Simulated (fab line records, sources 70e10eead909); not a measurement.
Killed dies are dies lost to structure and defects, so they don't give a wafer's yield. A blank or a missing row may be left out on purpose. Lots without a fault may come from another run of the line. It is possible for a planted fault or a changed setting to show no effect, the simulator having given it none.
Struck lot and sound lot, side by side	flow nandHarc	15 steps out of a route of 1159
Sound: these wafers, L188.1, L188.3, L188.5. Struck: wafer L192.6 (L192.2, L192.4, from the same lot, were not struck and are left out); the cause is given at the end.
Each step with rows lists, per side, the tool, then ch with its chambers, then its first start. Under that, the readings that differ: sound wafers	struck wafers	difference of the means	sigmas: that difference in standard deviations of wafers without a fault.
alike: words and numbers the same on both sides, and readings whose means are apart by under 2 such deviations; not compared: readings that were withheld, readings missing a value for some wafer, numbers with overlapping values and no deviation given by the record, and bounds like >300 which may hide the same value.
A row with sigmas, a row that says differs or no value, or rows on one side alone: a step with any of these is where the two part. Numbers that have no deviation but don't overlap get no sigmas and don't part them. A reading missing from all wafers of one side parts the sides only when that side holds two or more wafers.

NHARC_P_M2_INSPECT_11:
  struck on defectInspect-02, day 7 23:19; sound on defectInspect-02, day 6 22:14
  alike: rawDefectCount
NHARC_P_M2_DESCUM_14: chemistry O2, time 3 s.
  sound on rieDiel-07 ch 0,2,3, day 6 22:18; struck on rieDiel-07 ch 2, day 7 23:23
  alike: drypumpMotorCurrentA, oesProductAu, rfVppV, showerheadPlenumPTorr, throttleValvePct
  not compared: rfHoursCounterH
NHARC_P_M2_ETCH_35: etches the open film in N2/H2, target depth 40 nm, overetch 12 nm, time 43.94 s.
  sound on rieDiel-07 ch 0,1,2, day 6 22:23; struck on rieDiel-07 ch 0, day 7 23:28
  alike: drypumpMotorCurrentA, n2FlowSccm, oesProductAu, rfFwdPowerW, rfVppV, showerheadPlenumPTorr, throttleValvePct
  not compared: rfHoursCounterH
NHARC_P_M2_ETCH_15: etches the open film in C4F8/Ar, target depth 182.5 nm, time 91.2 s.
  sound: rieDiel-07 ch 0,1; struck: rieDiel-07 ch 3
  alike: oesProductAu, rfFwdPowerW, rfVppV
  not compared: rfHoursCounterH
NHARC_P_M2_CD_MEAS_16:
  struck on cdSem-01, day 7 23:41; sound on cdSem-03, day 6 22:36
  alike: cdNm
then, 1 step without rows for these wafers: NHARC_P_M2_STRIP_18 (strips in N2/H2).
NHARC_P_M2_ETCH_28: etches the open film in CF4/N2, target depth 30 nm, time 72.99 s.
  sound: rieDiel-07 ch 0,2,3; struck: rieDiel-01 ch 3
  alike: drypumpMotorCurrentA, n2FlowSccm, oesProductAu, rfFwdPowerW, rfVppV, showerheadPlenumPTorr, throttleValvePct
  not compared: rfHoursCounterH
then, 3 steps without rows for these wafers: NHARC_P_M2_STRIP_19 (strips in post etch residue remover, time 600 s); NHARC_P_M2_DEGAS_29 (time 60 s); NHARC_P_M2_PRE_CLEAN_30 (time 30 s).
NHARC_P_M2_PVD_20: deposits TaN, target thk 5 nm, time 8.06 s.
  sound on pvdSputter-03; struck on pvdSputter-03
  alike: throttleValvePct
then, 1 step without rows for these wafers: NHARC_P_M2_PVD_21 (deposits Cu, target thk 30 nm, time 20.49 s).
NHARC_P_M2_ECD_22: material Cu, target thk 400 nm.
  sound on ecdCu-01 ch 0,1, day 6 23:43; struck on ecdCu-01 ch 0,1, day 8 00:46
then, 1 step without rows for these wafers: NHARC_P_M2_ANNEAL_31 (time 90 s).
NHARC_P_M2_CMP_23: polishes, t overpolish 20 s, target thk 144.3 nm.
  sound on cmp-01 ch 0,3, day 7 00:23; struck on cmp-02 ch 2, day 8 01:29
reading	sound	struck	difference	sigmas
timeToEndpointS (s)	28.1 28.5 28.3	13.3	-15.0	-6
  alike: motorCurrentA, retainingRingPressureFrac

## WHERE THEY PART
Only at NHARC_P_M2_CMP_23, as far as this record shows.

WHY: whatever the simulator had introduced
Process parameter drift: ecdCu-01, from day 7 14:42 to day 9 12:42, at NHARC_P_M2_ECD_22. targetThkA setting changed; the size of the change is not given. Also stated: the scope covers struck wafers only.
